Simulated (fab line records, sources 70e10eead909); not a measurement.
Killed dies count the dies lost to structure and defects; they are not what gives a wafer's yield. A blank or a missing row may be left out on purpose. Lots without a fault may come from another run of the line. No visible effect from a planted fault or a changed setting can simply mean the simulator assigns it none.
Which tool did it? :: flow nand_harc :: 12 lots, 36 wafers sampled, at 6 steps of a route of 1302

## WHAT THE GAUGES SHOWED, per wafer
NHARC_END_SORT_01.
lot: L395
measured: day 25 04:47
on: prober-01
defect_limited_yield (%): 88.6 85.1 85.7
killed_at_array: 76 98 94
killed_at_other: 1 2 1
killed_at_periphery: 0 1 2
killed_dies: 77 101 97
killed_open: 4 5 2
killed_short: 1 1 5

## EACH LOT AND THE TOOL THAT RAN IT (in order: tool; ch and the chambers of the sampled wafers; start)
lot: L393
NHARC_P_M2_DESCUM_14: rie_diel-02 ch 0,2, day 7 00:39
NHARC_P_M2_ETCH_35: rie_diel-02 ch 0,2, day 7 00:44
NHARC_P_M2_ECD_22: ecd_cu-01 ch 0,1, day 7 02:07
NHARC_P_M2_CMP_23: cmp-02 ch 0,2, day 7 02:44
NHARC_P_BONDPAD_CMP_32: cmp-02 ch 0,1,2, day 7 04:23

lot: L394
NHARC_P_M2_DESCUM_14: rie_diel-02 ch 0,2,3, day 7 04:17
NHARC_P_M2_ETCH_35: rie_diel-02 ch 0,1, day 7 04:22
NHARC_P_M2_ECD_22: ecd_cu-02 ch 0,1, day 7 05:47
NHARC_P_M2_CMP_23: cmp-03 ch 0,2,3, day 7 06:29
NHARC_P_BONDPAD_CMP_32: cmp-02 ch 1,2, day 7 08:24

lot: L395
NHARC_P_M2_DESCUM_14: rie_diel-11 ch 0,1,2, day 7 21:00
NHARC_P_M2_ETCH_35: rie_diel-11 ch 0,1,3, day 7 21:05
NHARC_P_M2_ECD_22: ecd_cu-02 ch 0,1, day 7 22:23
NHARC_P_M2_CMP_23: cmp-02 ch 1,2,3, day 7 23:08
NHARC_P_BONDPAD_CMP_32: cmp-02 ch 1,2,3, day 8 00:34

lot: L396
NHARC_P_M2_DESCUM_14: rie_diel-02 ch 1,2,3, day 8 04:15
NHARC_P_M2_ETCH_35: rie_diel-02 ch 0,1,2, day 8 04:20
NHARC_P_M2_ECD_22: ecd_cu-01 ch 0,1, day 8 05:45
NHARC_P_M2_CMP_23: cmp-02 ch 0,2,3, day 8 06:28
NHARC_P_BONDPAD_CMP_32: cmp-04 ch 0,1,2, day 8 07:54

lot: L405
NHARC_P_M2_DESCUM_14: rie_diel-03 ch 0,1, day 11 17:22
NHARC_P_M2_ETCH_35: rie_diel-03 ch 0,1, day 11 17:28
NHARC_P_M2_ECD_22: ecd_cu-02 ch 1, day 11 18:47
NHARC_P_M2_CMP_23: cmp-02 ch 1,2, day 11 19:32
NHARC_P_BONDPAD_CMP_32: cmp-01 ch 0,3, day 11 20:57

lot: L408
NHARC_P_M2_DESCUM_14: rie_diel-02 ch 1,3, day 13 01:01
NHARC_P_M2_ETCH_35: rie_diel-02 ch 0,2,3, day 13 01:06
NHARC_P_M2_ECD_22: ecd_cu-01 ch 0,1, day 13 02:24
NHARC_P_M2_CMP_23: cmp-03 ch 1,2,3, day 13 03:09
NHARC_P_BONDPAD_CMP_32: cmp-02 ch 0,1,2, day 13 04:37

lot: L410
NHARC_P_M2_DESCUM_14: rie_diel-02 ch 0,1,2, day 14 01:26
NHARC_P_M2_ETCH_35: rie_diel-02 ch 0,1,2, day 14 01:30
NHARC_P_M2_ECD_22: ecd_cu-01 ch 0,1, day 14 02:56
NHARC_P_M2_CMP_23: cmp-02 ch 0,1,3, day 14 03:35
NHARC_P_BONDPAD_CMP_32: cmp-04 ch 0,1,2, day 14 05:01

lot: L411
NHARC_P_M2_DESCUM_14: rie_diel-02 ch 1,2,3, day 14 11:56
NHARC_P_M2_ETCH_35: rie_diel-02 ch 0,1,3, day 14 12:01
NHARC_P_M2_ECD_22: ecd_cu-01 ch 0,1, day 14 13:25
NHARC_P_M2_CMP_23: cmp-03 ch 1,2, day 14 14:02
NHARC_P_BONDPAD_CMP_32: cmp-01 ch 0,2,3, day 14 15:33

lot: L412
NHARC_P_M2_DESCUM_14: rie_diel-02 ch 0,1,3, day 14 13:17
NHARC_P_M2_ETCH_35: rie_diel-02 ch 1,2,3, day 14 13:22
NHARC_P_M2_ECD_22: ecd_cu-02 ch 0,1, day 14 14:40
NHARC_P_M2_CMP_23: cmp-03 ch 0,1,3, day 14 15:23
NHARC_P_BONDPAD_CMP_32: cmp-01 ch 0,1,2, day 14 16:50

lot: L413
NHARC_P_M2_DESCUM_14: rie_diel-03 ch 0,1,3, day 15 07:14
NHARC_P_M2_ETCH_35: rie_diel-03 ch 0,1,2, day 15 07:19
NHARC_P_M2_ECD_22: ecd_cu-01 ch 0,1, day 15 08:40
NHARC_P_M2_CMP_23: cmp-03 ch 0,1,2, day 15 09:25
NHARC_P_BONDPAD_CMP_32: cmp-02 ch 1,2,3, day 15 10:50

lot: L414
NHARC_P_M2_DESCUM_14: rie_diel-11 ch 2,3, day 15 12:34
NHARC_P_M2_ETCH_35: rie_diel-11 ch 1,2, day 15 12:38
NHARC_P_M2_ECD_22: ecd_cu-01 ch 0,1, day 15 13:56
NHARC_P_M2_CMP_23: cmp-03 ch 1,2, day 15 14:41
NHARC_P_BONDPAD_CMP_32: cmp-04 ch 2,3, day 15 16:05

lot: L415
NHARC_P_M2_DESCUM_14: rie_diel-11 ch 0,2, day 15 22:05
NHARC_P_M2_ETCH_35: rie_diel-11 ch 1,3, day 15 22:11
NHARC_P_M2_ECD_22: ecd_cu-02 ch 0,1, day 15 23:32
NHARC_P_M2_CMP_23: cmp-02 ch 0,1,2, day 16 00:20
NHARC_P_BONDPAD_CMP_32: cmp-04 ch 0,1, day 16 01:44
- NHARC_P_M2_DESCUM_14: chemistry O2, time 3 s.
- NHARC_P_M2_ETCH_35: etches the open film in N2/H2, target depth 40 nm, overetch 12 nm, time 43.94 s.
- NHARC_P_M2_ECD_22: material Cu, target thk 400 nm.
- NHARC_P_M2_CMP_23: polishes, t overpolish 20 s, target thk 144.3 nm.
- NHARC_P_BONDPAD_CMP_32: polishes SiCN, target thk 200 nm.

## AS READ BY THE TOOLS THEMSELVES (means over the sampled wafers that have a number; for cases with no such wafer, the mark the record gives instead)
NHARC_P_M2_DESCUM_14.
lot: L393
tool: rie_diel-02
drypump_motor_current_A (A): 5.93
oes_product_au (a.u.): 0.998
rf_vpp_V (V): 58.6
showerhead_plenum_p_Torr (Torr): 1.99
throttle_valve_pct (%): 11.308

lot: L394
tool: rie_diel-02
drypump_motor_current_A (A): 5.96
oes_product_au (a.u.): 0.996
rf_vpp_V (V): 58.0
showerhead_plenum_p_Torr (Torr): 2.01
throttle_valve_pct (%): 11.307

lot: L395
tool: rie_diel-11
drypump_motor_current_A (A): 5.96
oes_product_au (a.u.): 0.997
rf_vpp_V (V): 58.5
showerhead_plenum_p_Torr (Torr): 2.01
throttle_valve_pct (%): 11.301

lot: L396
tool: rie_diel-02
drypump_motor_current_A (A): 6.16
oes_product_au (a.u.): 1.000
rf_vpp_V (V): 59.2
showerhead_plenum_p_Torr (Torr): 2.04
throttle_valve_pct (%): 11.314

lot: L405
tool: rie_diel-03
drypump_motor_current_A (A): 5.60
oes_product_au (a.u.): 1.004
rf_vpp_V (V): 57.3
showerhead_plenum_p_Torr (Torr): 1.92
throttle_valve_pct (%): 11.307

lot: L408
tool: rie_diel-02
drypump_motor_current_A (A): 6.22
oes_product_au (a.u.): 0.993
rf_vpp_V (V): 58.5
showerhead_plenum_p_Torr (Torr): 2.05
throttle_valve_pct (%): 11.318

lot: L410
tool: rie_diel-02
drypump_motor_current_A (A): 6.05
oes_product_au (a.u.): 0.999
rf_vpp_V (V): 58.0
showerhead_plenum_p_Torr (Torr): 1.99
throttle_valve_pct (%): 11.296

lot: L411
tool: rie_diel-02
drypump_motor_current_A (A): 6.15
oes_product_au (a.u.): 0.991
rf_vpp_V (V): 58.4
showerhead_plenum_p_Torr (Torr): 2.03
throttle_valve_pct (%): 11.305

lot: L412
tool: rie_diel-02
drypump_motor_current_A (A): 6.12
oes_product_au (a.u.): 0.992
rf_vpp_V (V): 58.3
showerhead_plenum_p_Torr (Torr): 2.01
throttle_valve_pct (%): 11.315

lot: L413
tool: rie_diel-03
drypump_motor_current_A (A): 5.36
oes_product_au (a.u.): 1.015
rf_vpp_V (V): 57.7
showerhead_plenum_p_Torr (Torr): 1.94
throttle_valve_pct (%): 11.314

lot: L414
tool: rie_diel-11
drypump_motor_current_A (A): 5.85
oes_product_au (a.u.): 1.003
rf_vpp_V (V): 58.0
showerhead_plenum_p_Torr (Torr): 1.94
throttle_valve_pct (%): 11.308

lot: L415
tool: rie_diel-11
drypump_motor_current_A (A): 5.78
oes_product_au (a.u.): 0.990
rf_vpp_V (V): 57.5
showerhead_plenum_p_Torr (Torr): 2.02
throttle_valve_pct (%): 11.307

NHARC_P_M2_ETCH_35.
lot: L393
tool: rie_diel-02
drypump_motor_current_A (A): 5.85
n2_flow_sccm (sccm): 150.5
oes_product_au (a.u.): 0.990
rf_vpp_V (V): 431.9
showerhead_plenum_p_Torr (Torr): 2.10
throttle_valve_pct (%): 14.169

lot: L394
tool: rie_diel-02
drypump_motor_current_A (A): 6.19
n2_flow_sccm (sccm): 149.6
oes_product_au (a.u.): 1.000
rf_vpp_V (V): 432.8
showerhead_plenum_p_Torr (Torr): 2.14
throttle_valve_pct (%): 14.178

lot: L395
tool: rie_diel-11
drypump_motor_current_A (A): 5.96
n2_flow_sccm (sccm): 150.0
oes_product_au (a.u.): 1.005
rf_vpp_V (V): 431.8
showerhead_plenum_p_Torr (Torr): 2.09
throttle_valve_pct (%): 14.176

lot: L396
tool: rie_diel-02
drypump_motor_current_A (A): 6.07
n2_flow_sccm (sccm): 150.1
oes_product_au (a.u.): 0.998
rf_vpp_V (V): 433.4
showerhead_plenum_p_Torr (Torr): 2.13
throttle_valve_pct (%): 14.179

lot: L405
tool: rie_diel-03
drypump_motor_current_A (A): 5.59
n2_flow_sccm (sccm): 149.7
oes_product_au (a.u.): 1.005
rf_vpp_V (V): 430.5
showerhead_plenum_p_Torr (Torr): 2.05
throttle_valve_pct (%): 14.169

lot: L408
tool: rie_diel-02
drypump_motor_current_A (A): 5.97
n2_flow_sccm (sccm): 150.0
oes_product_au (a.u.): 0.993
rf_vpp_V (V): 432.2
showerhead_plenum_p_Torr (Torr): 2.14
throttle_valve_pct (%): 14.168

lot: L410
tool: rie_diel-02
drypump_motor_current_A (A): 6.04
n2_flow_sccm (sccm): 149.9
oes_product_au (a.u.): 1.001
rf_vpp_V (V): 433.2
showerhead_plenum_p_Torr (Torr): 2.13
throttle_valve_pct (%): 14.158

lot: L411
tool: rie_diel-02
drypump_motor_current_A (A): 6.09
n2_flow_sccm (sccm): 150.4
oes_product_au (a.u.): 1.002
rf_vpp_V (V): 434.0
showerhead_plenum_p_Torr (Torr): 2.14
throttle_valve_pct (%): 14.168

lot: L412
tool: rie_diel-02
drypump_motor_current_A (A): 6.18
n2_flow_sccm (sccm): 149.8
oes_product_au (a.u.): 0.998
rf_vpp_V (V): 433.2
showerhead_plenum_p_Torr (Torr): 2.17
throttle_valve_pct (%): 14.164

lot: L413
tool: rie_diel-03
drypump_motor_current_A (A): 5.76
n2_flow_sccm (sccm): 150.2
oes_product_au (a.u.): 0.999
rf_vpp_V (V): 431.1
showerhead_plenum_p_Torr (Torr): 2.06
throttle_valve_pct (%): 14.173

lot: L414
tool: rie_diel-11
drypump_motor_current_A (A): 5.89
n2_flow_sccm (sccm): 149.9
oes_product_au (a.u.): 0.996
rf_vpp_V (V): 433.5
showerhead_plenum_p_Torr (Torr): 2.16
throttle_valve_pct (%): 14.182

lot: L415
tool: rie_diel-11
drypump_motor_current_A (A): 6.06
n2_flow_sccm (sccm): 150.2
oes_product_au (a.u.): 1.011
rf_vpp_V (V): 431.4
showerhead_plenum_p_Torr (Torr): 2.09
throttle_valve_pct (%): 14.168

NHARC_P_M2_CMP_23.
lot: L393
tool: cmp-02
motor_current_A (A): 12.1
time_to_endpoint_s (s): 29.3

lot: L394
tool: cmp-03
motor_current_A (A): 12.4
time_to_endpoint_s (s): 33.3

lot: L395
tool: cmp-02
motor_current_A (A): 12.4
time_to_endpoint_s (s): 31.2

lot: L396
tool: cmp-02
motor_current_A (A): 12.3
time_to_endpoint_s (s): 28.6

lot: L405
tool: cmp-02
motor_current_A (A): 12.1
time_to_endpoint_s (s): 17.9

lot: L408
tool: cmp-03
motor_current_A (A): 12.4
time_to_endpoint_s (s): 29.6

lot: L410
tool: cmp-02
motor_current_A (A): 12.4
time_to_endpoint_s (s): 29.6

lot: L411
tool: cmp-03
motor_current_A (A): 12.8
time_to_endpoint_s (s): 29.9

lot: L412
tool: cmp-03
motor_current_A (A): 12.1
time_to_endpoint_s (s): 32.0

lot: L413
tool: cmp-03
motor_current_A (A): 13.0
time_to_endpoint_s (s): 29.4

lot: L414
tool: cmp-03
motor_current_A (A): 12.9
time_to_endpoint_s (s): 28.6

lot: L415
tool: cmp-02
motor_current_A (A): 12.1
time_to_endpoint_s (s): 28.3

NHARC_P_BONDPAD_CMP_32.
lot: L393
tool: cmp-02
motor_current_A (A): 12.2

lot: L394
tool: cmp-02
motor_current_A (A): 11.9

lot: L395
tool: cmp-02
motor_current_A (A): 12.6

lot: L396
tool: cmp-04
motor_current_A (A): 11.1

lot: L405
tool: cmp-01
motor_current_A (A): 12.0

lot: L408
tool: cmp-02
motor_current_A (A): 12.3

lot: L410
tool: cmp-04
motor_current_A (A): 11.2

lot: L411
tool: cmp-01
motor_current_A (A): 12.6

lot: L412
tool: cmp-01
motor_current_A (A): 12.8

lot: L413
tool: cmp-02
motor_current_A (A): 12.2

lot: L414
tool: cmp-04
motor_current_A (A): 11.6

lot: L415
tool: cmp-04
motor_current_A (A): 11.6

## THE ANSWER, worked out from the rows above alone
Rule: the usual values come from the lots themselves. Put in order of their means at a reading, lots are off if they are a third of the lots or fewer, leave a main group of 4 or more, and stand apart from it by a gap of 3 or more times the standard deviation of the main group's means; of several such gaps the widest counts. A main group is skipped when, at the precision printed for the reading in the tables above, its means are all equal. A lot without any number at a reading at which 4 lots or more have one is off too. Any other lot the step has rows for is counted as sound. After the gauges, taken in route order, come the tools' own readings; for these a lot's mean is taken, as printed above. At the first step where some lot is off, the reading lying furthest off is the one used; lots without a number count as furthest.
Off: L405, at NHARC_P_M2_CMP_23 (time_to_endpoint_s). Main group: mean 30.0 s, sd 1.5.
If a tool, at that step or one of the process steps before it, ran each lot that is off and ran no sound lot following the first of them, it fits. Not one of the candidates tried fits.

## WHAT HAD BEEN PUT IN BY THE SIMULATOR
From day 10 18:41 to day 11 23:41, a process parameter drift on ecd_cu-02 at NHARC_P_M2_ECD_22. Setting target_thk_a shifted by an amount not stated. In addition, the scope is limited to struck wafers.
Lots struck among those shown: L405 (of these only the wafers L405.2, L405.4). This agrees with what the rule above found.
